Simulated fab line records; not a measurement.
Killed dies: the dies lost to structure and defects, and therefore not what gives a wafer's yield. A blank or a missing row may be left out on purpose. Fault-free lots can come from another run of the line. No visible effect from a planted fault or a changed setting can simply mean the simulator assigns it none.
A struck lot beside a sound one -- flow n5-finfet -- 18 out of 1938 route steps
Sound: wafers L848.1, L848.4, L848.6. Wafers L854.2, L854.4, L854.5 were the ones struck. The cause is named last.
Order at every step that has rows: each side's tool, ch and its chambers, its first start. Under that, the readings that differ: sound wafers -- struck wafers -- difference of the means -- sigmas: that difference in standard deviations of wafers without a fault.
alike: same words and numbers on both sides, and readings whose means sit less than 2 such deviations apart. not compared: any withheld reading, any reading some wafer has no value for, any bound like >300 that may hide the same value, and any number with overlapping values for which the record gives no deviation.
Wherever a step has rows on one side only, a row that says differs or no value, or a row with sigmas, the two part there. When numbers do not overlap yet have no deviation, they are printed without sigmas and do not part them. Lack of a reading on every wafer of one side parts them only where that side has two or more wafers.

first, 11 steps without rows for these wafers: N5_FIN_SAQP_MANDREL1_REMOVE_56 (chemistry HBr/Cl2/O2, target a-Si, stops on SiNx, bt time 10 s); N5_FIN_SAQP_ETCH_57 (etches SiNx in CH3F/O2, target depth 32.5 nm, time 46.4 s); N5_FIN_SAQP_ETCH_65 (etches SiO2 in CF4, target depth 4 nm, time 4.4 s); N5_FIN_SAQP_MANDREL_ETCH_58 (etches a-Si in HBr/Cl2, stops on SiNx, target depth 45 nm, bt time 10 s, time 27 s); N5_FIN_SAQP_RECESS_63 (chemistry HF/NH3, target SiO2, target depth 18 nm, afs cycles 3, sublimation time 60 s); N5_FIN_SAQP_COAT_68 (time 60 s, resist thk 100 nm); N5_FIN_SAQP_ETCH_69 (etches SOC in N2/H2, stops on SiNx, target depth 150 nm); N5_FIN_SAQP_ETCH_67 (etches SiNx in CH3F/O2, target depth 30 nm); N5_FIN_SAQP_STRIP_70 (strips in N2/H2); N5_FIN_SAQP_RECESS_71 (chemistry HF/NH3, target SiO2, target depth 3 nm, afs cycles 1, sublimation time 60 s); N5_FIN_SAQP_SPACER2_ALD_28 (deposits SiO2, target thk 8.1 nm, pulse time 1 s, purge time 2 s).
N5_FIN_SAQP_SPACER2_ETCHBACK_29: etches SiO2 in CHF3/O2, target depth 12.2 nm, time 6.1 s.
  sound on rie-diel-05 ch 0,1,3, day 3 20:05; struck on rie-diel-06 ch 1,2,3, day 5 07:22
  no value came back on the struck wafers for any of 7 readings (CHF3_flow_sccm (sccm), O2_flow_sccm (sccm) and others); on the sound wafers CHF3_flow_sccm (sccm) reads 49.90 49.97 50.02
reading,sound,struck,difference,sigmas
model.SiO2_of_FIN_SAQP_SPACER2_ALD_28.thk-nm (nm),0 0 0,8.2 8 8,+8.1,
  not compared: rf-hours-counter-h
N5_FIN_SAQP_MANDREL2_REMOVE_60: chemistry HBr/Cl2/O2, target a-Si, stops on SiNx, bt time 10 s.
  sound on rie-si-06 ch 0,2, day 3 20:10; struck on rie-si-05 ch 1,3, day 5 07:28
reading,sound,struck,difference,sigmas
oes-product-au (a.u.),1.008 0.995 1.014,0.372 0.365 0.370,-0.637,-40
  alike: drypump-motor-current-A, throttle-valve-pct
  not compared: rf-hours-counter-h
N5_FIN_SAQP_CD_MEAS_31 targets a cd of 8 nm.
  sound on cd-sem-02 ch 0, day 3 20:16; struck on cd-sem-01 ch 0, day 5 07:34
reading,sound,struck,difference,sigmas
cd-nm (nm),8.47 8.07 8.15,- - -,no value on the struck wafers,
N5_FIN_SAQP_HM_OPEN_33: chemistry CH3F/O2, target SiNx, target depth 49.4 nm, time 70.6 s.
  sound on rie-diel-05 ch 0,2,3, day 3 20:22; struck on rie-diel-04 ch 0,2, day 5 07:38
reading,sound,struck,difference,sigmas
etch-rf-on-time-s (s),67.3 67.5 66.8,176.5 176.5 176.5,+109.3,+68
oes-product-au (a.u.),0.81 0.62 0.61,0.25 0.29 0.29,-0.40,-7
  alike: drypump-motor-current-A, rf-vpp-V, showerhead-plenum-p-Torr, throttle-valve-pct
  not compared: rf-hours-counter-h
then, 1 step without rows for these wafers: N5_FIN_SAQP_ETCH_34 (etches SiO2 in C4F6/O2, target depth 45 nm, time 15 s).
N5_BEOL_M4_RC_MEAS_101:
  the record has rows for the sound wafers here (prober-02 ch 0, day 9 11:20) and none for the struck ones
-- the record jumps here: 10 days lie between the struck wafers' starts before and after (it left off in module BEOL_M4 and takes up again in module PASSIVATION, whose first step shown is number 1936 of the route) --
N5_PASSIVATION_PROBE_49:
  only the struck wafers here have rows in the record (prober-02, day 15 13:52); the sound ones have none

## WHERE THEY PART
First at N5_FIN_SAQP_SPACER2_ETCHBACK_29; last, within this record, at N5_PASSIVATION_PROBE_49.

WHY: what had been put in by the simulator
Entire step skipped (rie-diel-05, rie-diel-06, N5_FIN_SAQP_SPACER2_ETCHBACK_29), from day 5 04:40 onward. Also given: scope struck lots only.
